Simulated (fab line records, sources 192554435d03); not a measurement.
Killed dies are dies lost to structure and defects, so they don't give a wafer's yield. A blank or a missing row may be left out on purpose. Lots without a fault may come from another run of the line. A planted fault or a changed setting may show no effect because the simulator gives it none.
Chamber matching | flow n5_finfet | N5_STI_FIN_REVEAL_ALD_14 on ald_sin-01: 4 sister chambers
The step deposits Si3N4, target thk 3 nm. 4 wafers are shown with their chamber, then 7 later ones without.

WAFERS WITH THEIR CHAMBER
wafer  | chamber | heater_power_w (W)
L080.5 | 2       | 970
L081.1 | 3       | 726
L083.3 | 1       | 703
L083.4 | 0       | 704

WAFERS WITHOUT THEIR CHAMBER
wafer  | heater_power_w (W)
L083.5 | 718
L084.1 | 718
L084.2 | 962
L084.4 | 701
L089.2 | 684
L089.3 | 1011
L089.6 | 1021

WHICH CHAMBER EACH WENT THROUGH
wafer  | from the rows above          | in truth
L083.5 | can't be placed: 3 or 0 or 1 | 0
L084.1 | can't be placed: 3 or 0 or 1 | 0
L084.2 | 2                            | 2
L084.4 | can't be placed: 1 or 0 or 3 | 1
L089.2 | can't be placed: 1 or 0 or 3 | 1
L089.3 | 2                            | 2
L089.6 | 2                            | 2
Placed correctly: 3 of 7. Can't be placed from these rows: 4 (the true chamber is among the candidates in 4). Placed wrongly: 0.
How it was worked out, from the rows above alone: a wafer's distance from a chamber is the root of the sum, over the readings, of the square of ((its reading less the chamber's mean) divided by the reading's scatter). The wafer belongs to the nearest chamber; if the next one is less than 2 further off, it can't be placed. A chamber's mean is the mean of its shown wafers. The scatter: with one shown wafer a chamber, the root of the mean of the squares of how far each hidden wafer lies from its nearest shown one.
